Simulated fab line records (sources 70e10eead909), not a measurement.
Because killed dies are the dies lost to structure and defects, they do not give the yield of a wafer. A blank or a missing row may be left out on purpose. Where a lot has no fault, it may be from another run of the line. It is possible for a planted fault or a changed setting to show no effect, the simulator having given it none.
Matching of chambers / flow nand-harc / NHARC_A_CONTACT_ETCH_88 on rie-diel-07 has 4 sister chambers
The step etches the open film in CF4, target depth 39 nm, time 65 s. 22 wafers are shown with their chamber, then 11 later ones without.

WAFERS, EACH WITH ITS CHAMBER
wafer=L075.2; chamber=2; drypump-motor-current-A (A)=6.1; oes-product-au (a.u.)=0.996; rf-vpp-V (V)=152.4
wafer=L075.5; chamber=0; drypump-motor-current-A (A)=6.3; oes-product-au (a.u.)=0.995; rf-vpp-V (V)=149.5
wafer=L075.6; chamber=1; drypump-motor-current-A (A)=5.9; oes-product-au (a.u.)=1.009; rf-vpp-V (V)=152.1
wafer=L077.2; chamber=0; drypump-motor-current-A (A)=6.3; oes-product-au (a.u.)=0.994; rf-vpp-V (V)=150.7
wafer=L077.5; chamber=2; drypump-motor-current-A (A)=6.0; oes-product-au (a.u.)=0.993; rf-vpp-V (V)=150.6
wafer=L077.6; chamber=3; drypump-motor-current-A (A)=5.6; oes-product-au (a.u.)=0.990; rf-vpp-V (V)=152.1
wafer=L079.1; chamber=2; drypump-motor-current-A (A)=6.1; oes-product-au (a.u.)=1.004; rf-vpp-V (V)=150.7
wafer=L079.3; chamber=3; drypump-motor-current-A (A)=5.6; oes-product-au (a.u.)=0.994; rf-vpp-V (V)=151.5
wafer=L079.5; chamber=3; drypump-motor-current-A (A)=5.6; oes-product-au (a.u.)=0.999; rf-vpp-V (V)=152.1
wafer=L083.2; chamber=2; drypump-motor-current-A (A)=6.1; oes-product-au (a.u.)=0.997; rf-vpp-V (V)=151.4
wafer=L083.4; chamber=0; drypump-motor-current-A (A)=6.3; oes-product-au (a.u.)=1.002; rf-vpp-V (V)=150.0
wafer=L083.5; chamber=2; drypump-motor-current-A (A)=6.1; oes-product-au (a.u.)=1.010; rf-vpp-V (V)=150.4
wafer=L085.2; chamber=1; drypump-motor-current-A (A)=5.9; oes-product-au (a.u.)=1.007; rf-vpp-V (V)=151.7
wafer=L085.3; chamber=0; drypump-motor-current-A (A)=6.3; oes-product-au (a.u.)=0.993; rf-vpp-V (V)=150.6
wafer=L085.4; chamber=2; drypump-motor-current-A (A)=6.1; oes-product-au (a.u.)=1.006; rf-vpp-V (V)=151.4
wafer=L084.1; chamber=2; drypump-motor-current-A (A)=6.1; oes-product-au (a.u.)=1.004; rf-vpp-V (V)=152.2
wafer=L084.2; chamber=0; drypump-motor-current-A (A)=6.3; oes-product-au (a.u.)=0.991; rf-vpp-V (V)=150.7
wafer=L084.4; chamber=1; drypump-motor-current-A (A)=5.9; oes-product-au (a.u.)=1.013; rf-vpp-V (V)=151.7
wafer=L086.2; chamber=3; drypump-motor-current-A (A)=5.6; oes-product-au (a.u.)=0.992; rf-vpp-V (V)=151.8
wafer=L086.4; chamber=0; drypump-motor-current-A (A)=6.3; oes-product-au (a.u.)=0.990; rf-vpp-V (V)=149.6
wafer=L086.5; chamber=0; drypump-motor-current-A (A)=6.3; oes-product-au (a.u.)=0.982; rf-vpp-V (V)=149.3
wafer=L087.1; chamber=1; drypump-motor-current-A (A)=5.9; oes-product-au (a.u.)=1.006; rf-vpp-V (V)=150.9

SIGNATURES (averages over the wafers above)
reading=drypump-motor-current-A; chamber 0=6.300; chamber 1=5.900; chamber 2=6.086; chamber 3=5.600; scatter within a chamber=0.0218
reading=oes-product-au; chamber 0=0.99243; chamber 1=1.00875; chamber 2=1.00143; chamber 3=0.99375; scatter within a chamber=0.00537
reading=rf-vpp-V; chamber 0=150.057; chamber 1=151.600; chamber 2=151.300; chamber 3=151.875; scatter within a chamber=0.62
Rule: distance of a wafer from a chamber = root of the sum over the readings of ((wafer's reading minus chamber's mean) / reading's scatter) squared. If the next closest chamber is less than 2 further off than the closest, the wafer can't be placed; otherwise it belongs to the closest. The scatter: the root of (the sum of the squares of (reading less its chamber's mean) over the shown wafers, divided by (wafers less chambers)).

WAFERS WHOSE CHAMBER IS MISSING
wafer=L087.2; drypump-motor-current-A (A)=5.6; oes-product-au (a.u.)=1.002; rf-vpp-V (V)=152.1
wafer=L087.3; drypump-motor-current-A (A)=6.1; oes-product-au (a.u.)=0.993; rf-vpp-V (V)=152.6
wafer=L088.1; drypump-motor-current-A (A)=6.3; oes-product-au (a.u.)=0.990; rf-vpp-V (V)=150.7
wafer=L088.2; drypump-motor-current-A (A)=5.6; oes-product-au (a.u.)=1.006; rf-vpp-V (V)=152.4
wafer=L088.3; drypump-motor-current-A (A)=6.1; oes-product-au (a.u.)=0.999; rf-vpp-V (V)=151.4
wafer=L094.3; drypump-motor-current-A (A)=6.1; oes-product-au (a.u.)=0.994; rf-vpp-V (V)=150.2
wafer=L094.4; drypump-motor-current-A (A)=6.3; oes-product-au (a.u.)=0.985; rf-vpp-V (V)=150.6
wafer=L094.6; drypump-motor-current-A (A)=6.3; oes-product-au (a.u.)=0.986; rf-vpp-V (V)=149.3
wafer=L095.1; drypump-motor-current-A (A)=6.1; oes-product-au (a.u.)=1.001; rf-vpp-V (V)=151.0
wafer=L095.4; drypump-motor-current-A (A)=5.6; oes-product-au (a.u.)=1.003; rf-vpp-V (V)=151.7
wafer=L095.5; drypump-motor-current-A (A)=5.6; oes-product-au (a.u.)=1.003; rf-vpp-V (V)=151.2

CHAMBER TAKEN BY EACH
wafer=L087.2; from the rows above=3; in truth=3
wafer=L087.3; from the rows above=2; in truth=2
wafer=L088.1; from the rows above=0; in truth=0
wafer=L088.2; from the rows above=3; in truth=3
wafer=L088.3; from the rows above=2; in truth=2
wafer=L094.3; from the rows above=2; in truth=2
wafer=L094.4; from the rows above=0; in truth=0
wafer=L094.6; from the rows above=0; in truth=0
wafer=L095.1; from the rows above=2; in truth=2
wafer=L095.4; from the rows above=3; in truth=3
wafer=L095.5; from the rows above=3; in truth=3
Correct placement for 11 of the 11. Not placeable from these rows: 0. 0 placed wrongly.
